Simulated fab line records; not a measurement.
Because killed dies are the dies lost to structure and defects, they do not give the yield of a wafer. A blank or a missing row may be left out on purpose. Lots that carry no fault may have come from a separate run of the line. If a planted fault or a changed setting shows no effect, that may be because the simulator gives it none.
Comparing a struck lot with a sound one | flow n5 finfet | 14 steps out of a route of 1938
Sound: wafers L424.2, L424.4, L424.6. The struck wafers were L412.2, L412.4. At the end, the cause is stated.
Order at every step that has rows: each side's tool, ch and its chambers, its first start. Under that, the readings that differ: sound wafers | struck wafers | difference of the means | sigmas: that difference in standard deviations of wafers without a fault.
alike: a reading whose means differ by less than 2 such deviations, as well as words and numbers matching on both sides. not compared: withheld readings; readings where some wafer has no value; bounds like >300 that might hide an equal value; numbers whose values overlap and for which the record gives no deviation.
The two part at a step that has a row with sigmas, a row that says differs or no value, or rows on one side only. Non-overlapping numbers with no deviation appear without sigmas and do not part them. A reading missing from all wafers of one side parts the sides only when that side holds two or more wafers.

N5_BEOL_M5_SPUTTER_81: material Cu, target thk 15 nm, time 27.62 s.
  sound on pvd sputter-02 at day 15 05:23; struck on pvd sputter-01 at day 11 12:19
  reading                | sound          | struck    | difference | sigmas
  throttle valve pct (%) | 29.2 28.1 29.5 | 31.7 30.9 | +2.4       | +2
then, 2 steps without rows for these wafers: N5_BEOL_M5_ANNEAL_82 (time 1800 s); N5_BEOL_M5_SPUTTER_83 (material Cu, target thk 15 nm, time 27.62 s).
N5_BEOL_M5_ANNEAL_84: time 1800 s.
  sound on pvd sputter-02 at day 15 06:34; struck on pvd sputter-01 at day 11 13:29
  alike: heater power w
N5_BEOL_M5_SPUTTER_88: material Cu, target thk 15 nm, time 27.62 s.
  sound on pvd sputter-02 at day 15 07:34; struck on pvd sputter-01 at day 11 14:29
  alike: throttle valve pct
then, 1 step without rows for these wafers: N5_BEOL_M5_ANNEAL_89 (time 1800 s).
N5_BEOL_M5_SPUTTER_90: material Cu, target thk 4.5 nm, time 8.29 s.
  sound on pvd sputter-02 at day 15 08:39; struck on pvd sputter-01 at day 11 15:35
  reading                | sound          | struck    | difference | sigmas
  throttle valve pct (%) | 29.3 28.1 29.4 | 31.5 30.9 | +2.3       | +2
then, 2 steps without rows for these wafers: N5_BEOL_M5_ECD_50 (material Cu, target thk 300 nm); N5_BEOL_M5_ANNEAL_51 (time 90 s).
N5_BEOL_M5_CMP_52: polishes, stops on SiCOH lowk, t overpolish 6.9 s, target thk 62 nm.
  sound on cmp-04 ch 1,2, day 15 09:11; struck on cmp-04 ch 0,2, day 11 17:24
  reading                    | sound             | struck      | difference | sigmas
  slurry filter dp kPa (kPa) | 13.38 13.52 13.50 | 13.71 13.97 | +0.37      | +2
  alike: barrier field endpoint s, head pressure psi, motor current A, overpolish run s, time to endpoint s
N5_BEOL_M5_THK_MEAS_53: measures by xrf.
  sound on film metro-01 at day 15 09:29; struck on film metro-01 at day 11 17:41
  alike: M5_THK
then, 1 step without rows for these wafers: N5_BEOL_M5_PRE_CLEAN_77 (time 15 s).
N5_BEOL_M5_CO_CAP_78: material Co, precursor CCTBA/H2, target thk 2 nm, time 102.1 s.
  sound on cvd co-01 ch 0,1,2, day 15 09:33; struck on cvd co-02 ch 1,2, day 11 17:46
  reading                                   | sound             | struck      | difference | sigmas
  run length s (s)                          | 125.5 124.8 124.2 | 208.0 207.8 | +83.1      | +99 or more
  model.Co_of_BEOL_M5_CO_CAP_78.thk nm (nm) | 2 2 2             | 3.6 3.6     | +1.6       |
  alike: heater power w
then, 1 step without rows for these wafers: N5_BEOL_M5_PRE_CLEAN_55 (time 15 s).

## WHERE THEY PART
At N5_BEOL_M5_SPUTTER_81 first; at N5_BEOL_M5_CO_CAP_78 last (within this record only).

WHY: what the simulator had put in
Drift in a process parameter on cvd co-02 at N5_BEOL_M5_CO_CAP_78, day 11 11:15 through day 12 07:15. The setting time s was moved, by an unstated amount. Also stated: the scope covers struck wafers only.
